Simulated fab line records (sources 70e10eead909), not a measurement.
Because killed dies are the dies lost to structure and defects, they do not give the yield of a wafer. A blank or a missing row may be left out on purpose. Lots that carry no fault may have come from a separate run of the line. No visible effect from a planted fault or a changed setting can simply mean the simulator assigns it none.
fab line records	flow nand-harc
record: lots: 14	wafers: 40	last-day: 25
route steps=1159 shown A_CONTACT@884 HYBRID_BOND@1099 THIN_TSV@1119 END@1159
lots that met no fault: from a run of the same line without faults
start-h: the number of hours between the record's first day and the start of the first shown wafer of the lot	wait-h: hours from the lot's prior step to this one	" as in the row above	L1.1+2: a single row standing in for several wafers	- either no value or no given start	* or withheld: withheld	< > ~ a bound
route shown NAME@n: a module of which the file shows steps, and the number in the route of the first	usual: the fault-free wafers' mean and standard deviation	same: alike in all rows	chamber/n: place in a boat	sites: each site's reading	_std_site: the values' standard deviation	_edge_site: mean of outer sites minus mean of inner sites	radius-mm: how far each site lies from the wafer's centre	mask NAME#n: copy n	behind: the tool/chamber that last shaped the wafer	hold: the reason the lot was held/the length of the hold in hours/how it ended	device: names the non-switching transistor (n, p or np)	end of line: tests of these same wafers at the route's end	step lacking rows: just its recipe	killed: not the wafer's yield, but the dies lost to structure and defects at the first sort	map: dies across one wafer; x = killed, . = not, _ = none there
set.NAME: the run value of the setting; set.NAME@STEP: its run value at that earlier step	model.NAME: the simulator's own value behind a step, which no gauge read
a sample of lots followed through the steps of the route, with each step as a table and each wafer as a row
services: when a tool's chamber went out of use (start-h, in hours from the record's first day, below 0 if earlier), for how many hours, and the reason
== steps ==
step: NHARC_A_CONTACT_DEP_57
recipe: target-thk-a: 28000	temp-c: 400	material: aC
usual: throttle-valve-pct: 35.000/0.0089
lot.wafer	tool	chamber	start-h	wait-h	throttle-valve-pct
L731.1	acl-dep-01	0	377.66	-	35.011
L731.2	"	0	"	"	35.010
L731.3	"	0	"	"	35.010
L732.1	acl-dep-03	0	378.11	-	34.998
L732.3	"	0	"	"	35.006
L732.5	"	0	"	"	35.005
L733.2	acl-dep-02	0	386.93	-	35.017
L733.4	"	0	"	"	34.996
L733.6	"	0	"	"	34.999
L735.2	acl-dep-01	0	399.55	-	35.001
L735.4	"	0	"	"	35.001
L735.5	"	0	"	"	35.016
L737.1	acl-dep-01	0	415.39	-	34.997
L737.5	"	0	416.52	-	35.001
L737.6	"	0	"	"	34.982
L739.2	acl-dep-01	0	426.48	-	35.001
L739.4	"	0	"	"	35.011
L740.4	acl-dep-01	0	428.77	-	34.990
L740.6	"	0	"	"	35.003
L746.2	acl-dep-03	0	462.25	-	35.015
L746.4	"	0	"	"	34.984
L746.5	"	0	"	"	35.012
L747.2	acl-dep-03	0	466.75	-	35.007
L747.4	"	0	"	"	35.005
L747.5	"	0	"	"	35.002
L748.1	acl-dep-03	0	468.17	-	35.004
L748.4	"	0	"	"	35.006
L748.5	"	0	"	"	35.004
L749.1	acl-dep-02	0	472.87	-	34.992
L749.3	"	0	"	"	34.991
L749.5	"	0	"	"	34.986
L752.2	acl-dep-02	0	484.49	-	34.994
L752.4	"	0	"	"	35.016
L752.6	"	0	"	"	34.999
L751.1	acl-dep-03	0	485.92	-	34.991
L751.2	"	0	"	"	34.997
L751.5	"	0	"	"	34.993
L754.2	acl-dep-01	0	530.00	-	34.988
L754.4	"	0	"	"	34.978
L754.6	"	0	"	"	35.004
step: NHARC_HYBRID_BOND_OVL_MEAS_05
usual: overlay-x-nm: 3/31	overlay-y-nm: 1/32
lot.wafer	tool	chamber	start-h	wait-h	overlay-x-nm	overlay-y-nm
L731.1	overlay-01	-	430.21	0.4	25	5
L731.2	"	-	"	"	22	8
L731.3	"	-	"	"	8	8
L732.1	overlay-02	-	430.24	0.4	-56	-10
L732.3	"	-	"	"	-25	-26
L732.5	"	-	"	"	23	14
L733.2	overlay-01	-	438.78	0.4	-6	-72
L733.4	"	-	"	"	12	45
L733.6	"	-	"	"	-2	-3
L735.2	overlay-01	-	446.17	0.4	-47	-41
L735.4	"	-	"	"	-4	-13
L735.5	"	-	"	"	-18	-24
L737.1	overlay-02	-	462.73	0.4	-19	2
L737.5	"	-	"	"	-6	-25
L737.6	"	-	"	"	2	-14
L740.4	overlay-02	-	471.92	0.4	102	15
L739.4	overlay-01	-	471.92	0.4	27	8
L746.2	overlay-01	-	510.42	0.4	-31	61
L746.4	"	-	"	"	-5	7
L746.5	"	-	"	"	-4	31
L748.1	overlay-02	-	522.73	0.4	19	-15
L748.4	"	-	"	"	46	12
L748.5	"	-	"	"	-29	-48
L747.2	overlay-01	-	522.73	0.4	6	28
L747.4	"	-	"	"	-36	12
L747.5	"	-	"	"	-51	31
L749.1	overlay-01	-	522.73	0.4	-38	-2
L749.3	"	-	"	"	16	-59
L749.5	"	-	"	"	-8	2
L751.1	overlay-02	-	527.69	0.4	-6	-8
L751.2	"	-	"	"	12	-13
L751.5	"	-	"	"	36	9
L752.2	overlay-01	-	527.69	0.4	-34	2
L752.4	"	-	"	"	-10	7
L752.6	"	-	"	"	50	-8
L754.2	overlay-02	-	575.26	0.4	39	-29
L754.4	"	-	"	"	40	-42
L754.6	"	-	"	"	19	-43
step: NHARC_THIN_TSV_ETCH_44
recipe: target-depth-a: 15942	time-s: 797.1	cf4-flow-sccm: 150	o2-flow-sccm: 10	ar-flow-sccm: 0	rf-w: 300	bias-w: 800	chemistry: CF4/O2
usual: drypump-motor-current-A: 5.8/0.36	oes-product-au: 1.002/0.0097	rf-vpp-V: 796/4.5	showerhead-plenum-p-Torr: 1.85/0.071	throttle-valve-pct: 16.915/0.0091
lot.wafer	tool	chamber	start-h	wait-h	drypump-motor-current-A	oes-product-au	rf-hours-counter-h	rf-vpp-V	showerhead-plenum-p-Torr	throttle-valve-pct
L731.3	rie-diel-06	3	433.25	0.1	5.6	0.994	0	800	1.92	16.914
L731.2	"	0	"	"	6.5	0.981	0	797	1.87	16.927
L731.1	"	1	"	"	5.9	1.011	0	788	1.73	16.911
L732.1	rie-diel-05	2	434.34	0.1	5.2	1.004	7	800	1.92	16.923
L732.3	"	3	"	"	6.1	1.008	6	795	1.83	16.923
L732.5	"	1	"	"	5.5	0.995	-	799	1.91	16.922
L733.4	rie-diel-03	3	441.70	0.1	6.0	1.008	4	802	1.95	16.926
L733.2	"	0	"	"	6.0	1.018	5	792	1.79	16.907
L733.6	"	2	"	"	5.2	1.018	-	796	1.87	16.919
L735.2	rie-diel-06	2	449.16	0.1	5.7	0.999	2	793	1.79	16.907
L735.4	"	3	"	"	5.6	1.015	2	800	1.92	16.906
L735.5	"	2	"	"	5.7	1.005	-	793	1.79	16.918
L737.1	rie-diel-03	3	465.85	0.2	5.9	1.008	8	802	1.95	16.900
L737.5	"	0	"	"	6.0	1.013	-	791	1.78	16.922
L737.6	"	3	"	"	5.9	0.998	-	802	1.95	16.910
L740.4	rie-diel-06	1	474.96	0.2	5.9	1.005	3	787	1.73	16.903
L739.4	rie-diel-03	0	476.33	0.2	5.9	1.008	9	790	1.78	16.913
L746.2	rie-diel-06	1	513.42	0.1	5.9	1.020	6	787	1.73	16.919
L746.4	"	0	"	"	6.5	0.987	7	796	1.87	16.916
L746.5	"	1	"	"	5.9	1.011	-	787	1.73	16.928
L747.4	rie-diel-06	1	525.64	0.1	5.9	1.013	7	786	1.73	16.923
L747.2	"	3	"	"	5.6	1.001	8	799	1.92	16.920
L747.5	"	1	"	"	5.9	1.005	-	788	1.73	16.928
L748.1	rie-diel-05	3	526.86	0.1	6.1	1.007	0	794	1.83	16.921
L748.4	"	1	"	"	5.5	0.996	0	800	1.90	16.903
L748.5	"	2	"	"	5.2	1.001	-	801	1.92	16.912
L749.1	rie-diel-03	3	529.19	0.1	5.9	1.004	15	802	1.95	16.901
L749.3	"	2	"	"	5.3	1.006	15	796	1.86	16.921
L749.5	"	3	"	"	5.9	1.013	-	801	1.95	16.919
L752.2	rie-diel-06	2	530.69	0.1	5.7	1.004	9	791	1.79	16.910
L752.4	"	0	"	"	6.5	0.980	8	796	1.87	16.902
L752.6	"	3	"	"	5.6	1.005	-	800	1.92	16.901
L751.1	rie-diel-06	0	531.87	0.1	6.5	0.986	8	796	1.87	16.912
L751.2	"	3	"	"	5.7	0.999	9	800	1.92	16.927
L751.5	"	1	"	"	5.9	1.009	-	788	1.73	16.917
L754.4	rie-diel-06	1	578.26	0.1	5.9	1.001	11	788	1.73	16.921
L754.2	"	2	"	"	5.7	0.989	11	791	1.79	16.907
L754.6	"	2	"	"	5.7	0.994	-	792	1.79	16.907
step: NHARC_THIN_TSV_DEGAS_53
recipe: temp-c: 300	time-s: 60
usual: heater-power-w: 484/50
lot.wafer	tool	chamber	start-h	wait-h	heater-power-w
L731.2	pvd-sputter-01	-	437.75	0.1	464
L731.3	"	-	"	"	469
L731.1	"	-	"	"	523
L732.1	pvd-sputter-01	-	438.93	0.2	524
L732.3	"	-	"	"	458
L732.5	"	-	"	"	497
L733.4	pvd-sputter-03	-	446.19	0.1	427
L733.2	"	-	"	"	417
L733.6	"	-	"	"	436
L735.2	pvd-sputter-01	-	454.06	0.1	501
L735.4	"	-	"	"	469
L735.5	"	-	"	"	488
L737.1	pvd-sputter-03	-	470.33	0.1	426
L737.5	"	-	"	"	443
L737.6	"	-	"	"	446
L740.4	pvd-sputter-01	-	479.41	0.1	452
L739.4	pvd-sputter-01	-	481.11	0.1	458
L746.4	pvd-sputter-02	-	518.10	0.1	612
L746.2	"	-	"	"	478
L746.5	"	-	"	"	604
L747.4	pvd-sputter-01	-	530.53	0.1	527
L747.2	"	-	"	"	470
L747.5	"	-	"	"	471
L748.1	pvd-sputter-02	-	531.32	0.1	496
L748.4	"	-	"	"	605
L748.5	"	-	"	"	500
L749.1	pvd-sputter-02	-	534.40	0.1	472
L749.3	"	-	"	"	487
L749.5	"	-	"	"	597
L752.4	pvd-sputter-02	-	535.57	0.1	441
L752.2	"	-	"	"	482
L752.6	"	-	"	"	492
L751.1	pvd-sputter-01	-	536.71	0.1	473
L751.2	"	-	"	"	453
L751.5	"	-	"	"	453
L754.4	pvd-sputter-02	-	582.91	0.1	591
L754.2	"	-	"	"	499
L754.6	"	-	"	"	415
step: NHARC_END_SORT_01
recipe: temp-c: 25
usual: killed-at-array: 26/10	killed-at-other: 0.8/1.1	killed-at-periphery: 3.3/2.6	killed-dies: 30/11	killed-open: 3.4/1.8	killed-short: 2.0/1.3
same: gross-dies: 677
lot.wafer	tool	chamber	start-h	wait-h	killed-at-array	killed-at-other	killed-at-periphery	killed-dies	killed-open	killed-short
L739.2	prober-02	0	490.33	2.8	672	0	5	677	7	1
L739.4	prober-02	0	491.94	3.4	19	0	4	23	3	2
L740.4	prober-01	0	491.84	3.4	22	5	1	28	6	3
L740.6	prober-01	0	493.43	4.0	671	1	5	677	5	2
killed by level:class
L739.2 A_CONTACT:area-dep=651 A_STAIRCASE:chamber-film-flake=8 A_CHANNEL_HOLE_D1:chamber-film-flake=5 A_CONTACT:chamber-film-flake=3 P_CONTACT:geometric-particle:open=2 P_GATE:geometric-particle:open=1 P_M0:geometric-particle:open=1 A_CHANNEL_HOLE_D1:geometric-particle:short=1
L740.4 THIN_TSV:chamber-film-flake=5 A_STAIRCASE:chamber-film-flake=4 A_CHANNEL_HOLE_D1:chamber-film-flake=4 A_CONTACT:chamber-film-flake=4 A_CONTACT:geometric-particle:open=2 A_BLC:geometric-particle:open=2 A_ONON_D1:geometric-particle:short=1 A_CHANNEL_HOLE_D1:geometric-particle:short=1
L739.4 A_STAIRCASE:chamber-film-flake=5 P_ZERO_WELL:chamber-film-flake=3 A_CHANNEL_HOLE_D1:chamber-film-flake=3 A_CONTACT:geometric-particle:open=2 A_SLIT:chamber-film-flake=2 A_CONTACT:chamber-film-flake=2 P_CONTACT:geometric-particle:short=1 A_WL_FILL:geometric-particle:open=1
L740.6 A_CONTACT:area-dep=648 A_STAIRCASE:chamber-film-flake=9 A_CHANNEL_HOLE_D1:chamber-film-flake=4 A_CONTACT:chamber-film-flake=4 P_ZERO_WELL:chamber-film-flake=3 A_ONON_D1:geometric-particle:open=2 A_CONTACT:geometric-particle:open=2 P_GATE:geometric-particle:open=1
== services ==
tool	chamber	start-h	hours	kind
pvd-sputter-03	-	367.29	2.5	repair
pvd-sputter-03	-	370.72	6.3	repair
pvd-sputter-02	-	392.00	10.0	pm
rie-diel-03	-	392.30	9.0	pm
pvd-sputter-02	-	402.93	7.5	repair
acl-dep-03	-	406.40	13.0	pm
rie-diel-06	-	418.22	9.0	pm
pvd-sputter-03	-	424.48	15.2	repair
rie-diel-03	2	430.71	8.0	repair
pvd-sputter-03	-	458.09	10.0	pm
rie-diel-03	1	465.57	1.6	repair
acl-dep-01	-	475.61	13.0	pm
pvd-sputter-03	-	480.42	8.7	repair
rie-diel-06	-	487.97	0.8	repair
pvd-sputter-01	-	514.00	10.0	pm
rie-diel-05	-	517.65	9.0	pm
pvd-sputter-02	-	521.76	2.1	repair
rie-diel-03	-	535.37	0.4	repair
acl-dep-02	-	535.63	13.0	pm
pvd-sputter-03	-	548.06	24.0	repair
pvd-sputter-02	-	565.36	3.7	repair
rie-diel-03	-	569.30	9.0	pm
pvd-sputter-02	-	570.00	10.0	pm
rie-diel-06	1	580.50	1.6	repair
== key ==
first-sign: step: NHARC_END_SORT_01	reading: killed-at-array	direction: up	sigmas: 62	usual: 26	struck: 672
effect: step: NHARC_END_SORT_01	reading: killed-dies	direction: up	sigmas: 61	usual: 30	struck: 677
more-kills-born-at: NHARC_A_CONTACT_DEP_57@acl-dep-01: 1299
met-at NHARC_A_CONTACT_DEP_57
struck-lots L739,L740
struck-wafers L739.2,L740.6
later-rows-left-out L739.2,L740.6
tester-left-out L739,L740
not-acting-at NHARC_HYBRID_BOND_OVL_MEAS_05,NHARC_THIN_TSV_ETCH_44,NHARC_THIN_TSV_DEGAS_53
onset-between 415.39 426.48
fault: kind: process-parameter-drift	tool: acl-dep-01	chamber: -	onset-h: 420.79	steps: NHARC_A_CONTACT_DEP_57	channel: target-thk-a	offset: *	shape: step	end-h: 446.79	scope: struck-wafers-only	acts-in: *	stated: *
tester-left-out: of these lots the tester's yield and bins aren't shown, on N5 and GAA mostly nor the transistor test; their killed dies are dies lost to structure and defects alone, not to doping, threshold or leakage, so they don't give the yield
later-rows-left-out: the simulator's readings of these wafers behind a module that went badly wrong aren't trusted and aren't shown, but for the sort
